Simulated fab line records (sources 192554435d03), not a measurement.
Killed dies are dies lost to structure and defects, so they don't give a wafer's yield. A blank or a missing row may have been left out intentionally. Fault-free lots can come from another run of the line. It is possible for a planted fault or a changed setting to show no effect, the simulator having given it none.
Split-lot experiment / flow n5-finfet / 7 lots, 21 wafers read, on a route of 1938 steps

== THE SPLIT ==
At N5_PASSIVATION_PECVD_53 (deposits SiO2 from TEOS/O2, target thk 800 nm, time 169.4 s), the setting temp-c was moved away from the recipe's 400 C on 9 of the 21 wafers read, by -2.7% to +3.6%. For the rest of the wafers, this setting stayed at what the recipe calls for.

Reading taken at the split's own step.

== THE READING ==
SiO2_of_PASSIVATION_PECVD_53.thk-nm (the simulator's own value, which no gauge read), in nm, at N5_PASSIVATION_PECVD_53 (deposits SiO2 from TEOS/O2, target thk 800 nm, time 169.4 s). The file does not state a usual value for it. Across the 12 wafers here that went through the recipe, the average is 799.4 nm and the standard deviation 11 nm.

wafer=L078.3; tool, chamber at the split=pecvd-03, 2; temp-c as run, C=400; against the recipe=recipe; SiO2_of_PASSIVATION_PECVD_53.thk-nm, nm=786.2; against lot-mates on the recipe=-
wafer=L078.4; tool, chamber at the split=pecvd-03, 1; temp-c as run, C=400; against the recipe=recipe; SiO2_of_PASSIVATION_PECVD_53.thk-nm, nm=804.6; against lot-mates on the recipe=-
wafer=L078.5; tool, chamber at the split=pecvd-03, 0; temp-c as run, C=400; against the recipe=recipe; SiO2_of_PASSIVATION_PECVD_53.thk-nm, nm=805.2; against lot-mates on the recipe=-
wafer=L079.1; tool, chamber at the split=pecvd-03, 0; temp-c as run, C=400; against the recipe=recipe; SiO2_of_PASSIVATION_PECVD_53.thk-nm, nm=791.2; against lot-mates on the recipe=-
wafer=L079.4; tool, chamber at the split=pecvd-03, 1; temp-c as run, C=400; against the recipe=recipe; SiO2_of_PASSIVATION_PECVD_53.thk-nm, nm=814.8; against lot-mates on the recipe=-
wafer=L079.6; tool, chamber at the split=pecvd-03, 0; temp-c as run, C=400; against the recipe=recipe; SiO2_of_PASSIVATION_PECVD_53.thk-nm, nm=805; against lot-mates on the recipe=-
wafer=L082.2; tool, chamber at the split=pecvd-03, 0; temp-c as run, C=400; against the recipe=recipe; SiO2_of_PASSIVATION_PECVD_53.thk-nm, nm=791.8; against lot-mates on the recipe=-
wafer=L082.3; tool, chamber at the split=pecvd-03, 2; temp-c as run, C=404.7; against the recipe=+1.2%; SiO2_of_PASSIVATION_PECVD_53.thk-nm, nm=758.4; against lot-mates on the recipe=-33.4
wafer=L082.6; tool, chamber at the split=pecvd-03, 0; temp-c as run, C=404.7; against the recipe=+1.2%; SiO2_of_PASSIVATION_PECVD_53.thk-nm, nm=774.8; against lot-mates on the recipe=-17.0
wafer=L084.2; tool, chamber at the split=pecvd-04, 2; temp-c as run, C=411.9; against the recipe=+3.0%; SiO2_of_PASSIVATION_PECVD_53.thk-nm, nm=734; against lot-mates on the recipe=no lot-mate on the recipe
wafer=L084.3; tool, chamber at the split=pecvd-04, 1; temp-c as run, C=411.9; against the recipe=+3.0%; SiO2_of_PASSIVATION_PECVD_53.thk-nm, nm=731.2; against lot-mates on the recipe=no lot-mate on the recipe
wafer=L084.5; tool, chamber at the split=pecvd-04, 1; temp-c as run, C=411.9; against the recipe=+3.0%; SiO2_of_PASSIVATION_PECVD_53.thk-nm, nm=753.8; against lot-mates on the recipe=no lot-mate on the recipe
wafer=L085.2; tool, chamber at the split=pecvd-04, 2; temp-c as run, C=400; against the recipe=recipe; SiO2_of_PASSIVATION_PECVD_53.thk-nm, nm=796.2; against lot-mates on the recipe=-
wafer=L085.3; tool, chamber at the split=pecvd-04, 0; temp-c as run, C=413.9; against the recipe=+3.5%; SiO2_of_PASSIVATION_PECVD_53.thk-nm, nm=722; against lot-mates on the recipe=-84.5
wafer=L085.6; tool, chamber at the split=pecvd-04, 0; temp-c as run, C=400; against the recipe=recipe; SiO2_of_PASSIVATION_PECVD_53.thk-nm, nm=816.8; against lot-mates on the recipe=-
wafer=L090.1; tool, chamber at the split=pecvd-04, 1; temp-c as run, C=400; against the recipe=recipe; SiO2_of_PASSIVATION_PECVD_53.thk-nm, nm=801; against lot-mates on the recipe=-
wafer=L090.2; tool, chamber at the split=pecvd-04, 0; temp-c as run, C=389.1; against the recipe=-2.7%; SiO2_of_PASSIVATION_PECVD_53.thk-nm, nm=854.6; against lot-mates on the recipe=+53.6
wafer=L090.4; tool, chamber at the split=pecvd-04, 0; temp-c as run, C=389.1; against the recipe=-2.7%; SiO2_of_PASSIVATION_PECVD_53.thk-nm, nm=867.6; against lot-mates on the recipe=+66.6
wafer=L092.2; tool, chamber at the split=pecvd-01, 1; temp-c as run, C=400; against the recipe=recipe; SiO2_of_PASSIVATION_PECVD_53.thk-nm, nm=777.6; against lot-mates on the recipe=-
wafer=L092.5; tool, chamber at the split=pecvd-01, 1; temp-c as run, C=414.4; against the recipe=+3.6%; SiO2_of_PASSIVATION_PECVD_53.thk-nm, nm=712.6; against lot-mates on the recipe=-77.4
wafer=L092.6; tool, chamber at the split=pecvd-01, 0; temp-c as run, C=400; against the recipe=recipe; SiO2_of_PASSIVATION_PECVD_53.thk-nm, nm=802.4; against lot-mates on the recipe=-

FIT RESULTS
A straight line over all 21 wafers: SiO2_of_PASSIVATION_PECVD_53.thk-nm changes by -22.1 nm for each +1% of temp-c; r = -0.96; the points scatter about the line by 11 nm.
The same after taking each lot's own level away (the mean of its wafers on the recipe; 18 wafers): -22.5 nm for each +1%; r = -0.97; scatter 9.1 nm.
Per that fit: largest temp-c move, reading shift of 81 nm.
From 790.00 to 806.50 nm: that is the span of the lots' own levels, equal to 1.5 times the standard deviation above.
The two slopes are in agreement: the lot-to-lot level therefore moves the slope only a little.
Check: with one of the wafers moved furthest among these (+3.6%) left out of the fit, the line predicts -82.8 nm for it against its lot-mates. Against them it came out at -77.4 nm.

== THE OTHER SPLITS THESE WAFERS WENT THROUGH ==
Other splits were also applied to these wafers ahead of the reading. Each is held against what the fit with the lots' levels taken away leaves over:
other split on the same wafers=N5_BEOL_M12_SPUTTER_43 power-w; wafers away from the commonest value=10; r with SiO2_of_PASSIVATION_PECVD_53.thk-nm (lot level and that fit taken away)=-0.20
other split on the same wafers=N5_BEOL_M13_CMP_49 down-force-psi; wafers away from the commonest value=6; r with SiO2_of_PASSIVATION_PECVD_53.thk-nm (lot level and that fit taken away)=-0.36
other split on the same wafers=N5_BEOL_M14_EXPOSE_07 dose-mj; wafers away from the commonest value=9; r with SiO2_of_PASSIVATION_PECVD_53.thk-nm (lot level and that fit taken away)=-0.13
other split on the same wafers=N5_BEOL_M14_TRENCH_ETCH_34 time-s; wafers away from the commonest value=7; r with SiO2_of_PASSIVATION_PECVD_53.thk-nm (lot level and that fit taken away)=+0.16
other split on the same wafers=N5_BEOL_M14_SPUTTER_45 power-w; wafers away from the commonest value=7; r with SiO2_of_PASSIVATION_PECVD_53.thk-nm (lot level and that fit taken away)=-0.45
other split on the same wafers=N5_MIM_BOT_ETCH_ETCH_04 time-s; wafers away from the commonest value=5; r with SiO2_of_PASSIVATION_PECVD_53.thk-nm (lot level and that fit taken away)=-0.26

== FILE'S OWN FIT ==
SiO2_of_PASSIVATION_PECVD_53.thk-nm changes by -22.6 nm for each +1% of temp-c, r = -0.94.
